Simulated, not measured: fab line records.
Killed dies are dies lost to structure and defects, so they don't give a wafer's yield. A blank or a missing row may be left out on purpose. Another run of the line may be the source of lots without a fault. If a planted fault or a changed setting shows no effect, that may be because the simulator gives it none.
Lot-split experiment :: flow n5 finfet :: on a route of 1938 steps: 7 lots, 21 wafers read

SPLIT DETAILS
At N5_FIN_CUT_COAT_19 (time 60 s, resist thk 20 nm), the setting spin rpm was moved away from the recipe's 1500 rpm on 10 of the 21 wafers read, by -10.7% to +9.9%. The other wafers ran this setting at the recipe's value.

FROM THE SPLIT TO THE READING: what the file shows between them, 7 steps
- N5_FIN_CUT_EXPOSE_05: exposes mask FIN CUT (also split here: dose mj)
- N5_FIN_CUT_PEB_06: peb time 60 s
- N5_FIN_CUT_DEVELOP_07: develop time 30 s
- N5_FIN_CUT_CD_MEAS_08: target cd 29.1 nm
- N5_FIN_CUT_DESCUM_13: chemistry O2, time 7 s
- N5_FIN_CUT_ETCH_30: etches underlayer in N2/H2, target depth 13 nm, time 10.4 s
- N5_FIN_CUT_ETCH_20: etches SiARC in CF4, target depth 26 nm, time 43.3 s

THE READING
SiARC_of_FIN_CUT_COAT_19.thk nm (the simulator's own value, which no gauge read), in nm, at N5_FIN_CUT_ETCH_21 (etches SOC in N2/H2, target depth 219 nm, overetch 43.8 nm, time 523.5 s). There is no usual value for it anywhere in the file. Here, 11 wafers ran the recipe; their average is 11.9 nm with a standard deviation of 0.23 nm.

wafer: L075.2
tool, chamber at the split: litho track-01, 0
spin rpm as run, rpm: 1340
against the recipe: -10.7%
SiARC_of_FIN_CUT_COAT_19.thk nm, nm: 12.8
against lot-mates on the recipe: +0.8

wafer: L075.6
tool, chamber at the split: litho track-01, 0
spin rpm as run, rpm: 1340
against the recipe: -10.7%
SiARC_of_FIN_CUT_COAT_19.thk nm, nm: 12.8
against lot-mates on the recipe: +0.8

wafer: L075.5
tool, chamber at the split: litho track-01, 0
spin rpm as run, rpm: 1500
against the recipe: recipe
SiARC_of_FIN_CUT_COAT_19.thk nm, nm: 12
against lot-mates on the recipe: -

wafer: L076.2
tool, chamber at the split: litho track-02, 0
spin rpm as run, rpm: 1500
against the recipe: recipe
SiARC_of_FIN_CUT_COAT_19.thk nm, nm: 12.2
against lot-mates on the recipe: -

wafer: L076.5
tool, chamber at the split: litho track-02, 0
spin rpm as run, rpm: 1500
against the recipe: recipe
SiARC_of_FIN_CUT_COAT_19.thk nm, nm: 12.2
against lot-mates on the recipe: -

wafer: L076.6
tool, chamber at the split: litho track-02, 0
spin rpm as run, rpm: 1500
against the recipe: recipe
SiARC_of_FIN_CUT_COAT_19.thk nm, nm: 11.8
against lot-mates on the recipe: -

wafer: L078.1
tool, chamber at the split: litho track-04, 0
spin rpm as run, rpm: 1500
against the recipe: recipe
SiARC_of_FIN_CUT_COAT_19.thk nm, nm: 12.2
against lot-mates on the recipe: -

wafer: L078.3
tool, chamber at the split: litho track-04, 0
spin rpm as run, rpm: 1439
against the recipe: -4.1%
SiARC_of_FIN_CUT_COAT_19.thk nm, nm: 12.4
against lot-mates on the recipe: +0.2

wafer: L078.6
tool, chamber at the split: litho track-04, 0
spin rpm as run, rpm: 1439
against the recipe: -4.1%
SiARC_of_FIN_CUT_COAT_19.thk nm, nm: 12
against lot-mates on the recipe: -0.2

wafer: L081.1
tool, chamber at the split: litho track-02, 0
spin rpm as run, rpm: 1500
against the recipe: recipe
SiARC_of_FIN_CUT_COAT_19.thk nm, nm: 12.2
against lot-mates on the recipe: -

wafer: L081.4
tool, chamber at the split: litho track-02, 0
spin rpm as run, rpm: 1500
against the recipe: recipe
SiARC_of_FIN_CUT_COAT_19.thk nm, nm: 11.8
against lot-mates on the recipe: -

wafer: L081.6
tool, chamber at the split: litho track-02, 0
spin rpm as run, rpm: 1644
against the recipe: +9.6%
SiARC_of_FIN_CUT_COAT_19.thk nm, nm: 11
against lot-mates on the recipe: -1.0

wafer: L085.1
tool, chamber at the split: litho track-04, 0
spin rpm as run, rpm: 1649
against the recipe: +9.9%
SiARC_of_FIN_CUT_COAT_19.thk nm, nm: 10.8
against lot-mates on the recipe: -0.8

wafer: L085.6
tool, chamber at the split: litho track-04, 0
spin rpm as run, rpm: 1649
against the recipe: +9.9%
SiARC_of_FIN_CUT_COAT_19.thk nm, nm: 10.8
against lot-mates on the recipe: -0.8

wafer: L085.3
tool, chamber at the split: litho track-04, 0
spin rpm as run, rpm: 1500
against the recipe: recipe
SiARC_of_FIN_CUT_COAT_19.thk nm, nm: 11.6
against lot-mates on the recipe: -

wafer: L096.1
tool, chamber at the split: litho track-01, 0
spin rpm as run, rpm: 1363
against the recipe: -9.1%
SiARC_of_FIN_CUT_COAT_19.thk nm, nm: 13.2
against lot-mates on the recipe: +1.4

wafer: L096.3
tool, chamber at the split: litho track-01, 0
spin rpm as run, rpm: 1500
against the recipe: recipe
SiARC_of_FIN_CUT_COAT_19.thk nm, nm: 11.8
against lot-mates on the recipe: -

wafer: L096.4
tool, chamber at the split: litho track-01, 0
spin rpm as run, rpm: 1363
against the recipe: -9.1%
SiARC_of_FIN_CUT_COAT_19.thk nm, nm: 12.6
against lot-mates on the recipe: +0.8

wafer: L097.2
tool, chamber at the split: litho track-02, 0
spin rpm as run, rpm: 1500
against the recipe: recipe
SiARC_of_FIN_CUT_COAT_19.thk nm, nm: 11.6
against lot-mates on the recipe: -

wafer: L097.3
tool, chamber at the split: litho track-02, 0
spin rpm as run, rpm: 1500
against the recipe: recipe
SiARC_of_FIN_CUT_COAT_19.thk nm, nm: 11.8
against lot-mates on the recipe: -

wafer: L097.6
tool, chamber at the split: litho track-02, 0
spin rpm as run, rpm: 1456
against the recipe: -2.9%
SiARC_of_FIN_CUT_COAT_19.thk nm, nm: 12
against lot-mates on the recipe: +0.3

THE FIT
A straight line over all 21 wafers: SiARC_of_FIN_CUT_COAT_19.thk nm changes by -0.098 nm for each +1% of spin rpm; r = -0.93; the points scatter about the line by 0.23 nm.
The same after taking each lot's own level away (the mean of its wafers on the recipe; 21 wafers): -0.0881 nm for each +1%; r = -0.92; scatter 0.23 nm.
According to that fit, moving spin rpm by its largest amount changes the reading by 0.94 nm.
The lots' own levels span 11.60 to 12.20 nm, that is 2.6 times the standard deviation above.
In other words, the slope is changed by the lot-to-lot level; the two fits disagree.
Check: +0.949 nm against its lot-mates is what the line predicts for one of the wafers moved furthest among these (-10.7%) when that wafer is left out of the fit. Against them it came out at +0.8 nm.

OTHER SPLITS APPLIED TO THESE WAFERS
Note: prior to the reading, these wafers also went through further splits. Each is held against what the fit with the lots' levels taken away leaves over:
other split on the same wafers: N5_WELL_APT_COAT_02 spin rpm
wafers away from the commonest value: 4
r with SiARC_of_FIN_CUT_COAT_19.thk nm (lot level and that fit taken away): -0.11

other split on the same wafers: N5_WELL_APT_PEB_06 peb temp c
wafers away from the commonest value: 8
r with SiARC_of_FIN_CUT_COAT_19.thk nm (lot level and that fit taken away): +0.03

other split on the same wafers: N5_PMOS_HMC_CHANNEL_EPI_HM_DEP_34 time s
wafers away from the commonest value: 3
r with SiARC_of_FIN_CUT_COAT_19.thk nm (lot level and that fit taken away): +0.11

other split on the same wafers: N5_PMOS_HMC_CHANNEL_EPI_COAT_31 spin rpm
wafers away from the commonest value: 7
r with SiARC_of_FIN_CUT_COAT_19.thk nm (lot level and that fit taken away): -0.31

other split on the same wafers: N5_FIN_SAQP_PEB_14 peb time s
wafers away from the commonest value: 6
r with SiARC_of_FIN_CUT_COAT_19.thk nm (lot level and that fit taken away): -0.06

other split on the same wafers: N5_FIN_CUT_EXPOSE_05 dose mj
wafers away from the commonest value: 5
r with SiARC_of_FIN_CUT_COAT_19.thk nm (lot level and that fit taken away): -0.42

THE WHOLE CHAIN: every reading that the file lists as answering this split, in the file's order
step: N5_FIN_CUT_COAT_19
what it does: time 60 s, resist thk 20 nm
reading: SiARC_of_FIN_CUT_COAT_19.thk nm (the simulator's own value, which no gauge read)
change (the file's fit): -0.0978 nm for each +1% of the setting
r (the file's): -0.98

step: N5_FIN_CUT_ETCH_20
what it does: etches SiARC in CF4, target depth 26 nm, time 43.3 s
reading: etch.depth nm (the simulator's own value, which no gauge read)
change (the file's fit): -0.102 nm for each +1% of the setting
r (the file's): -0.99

step: N5_FIN_CUT_ETCH_21
what it does: etches SOC in N2/H2, target depth 219 nm, overetch 43.8 nm, time 523.5 s
reading: SiARC_of_FIN_CUT_COAT_19.thk nm (the simulator's own value, which no gauge read)
change (the file's fit): -0.0896 nm for each +1% of the setting
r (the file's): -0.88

THE FILE'S OWN FIT
SiARC_of_FIN_CUT_COAT_19.thk nm changes by -0.0896 nm for each +1% of spin rpm, r = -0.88.
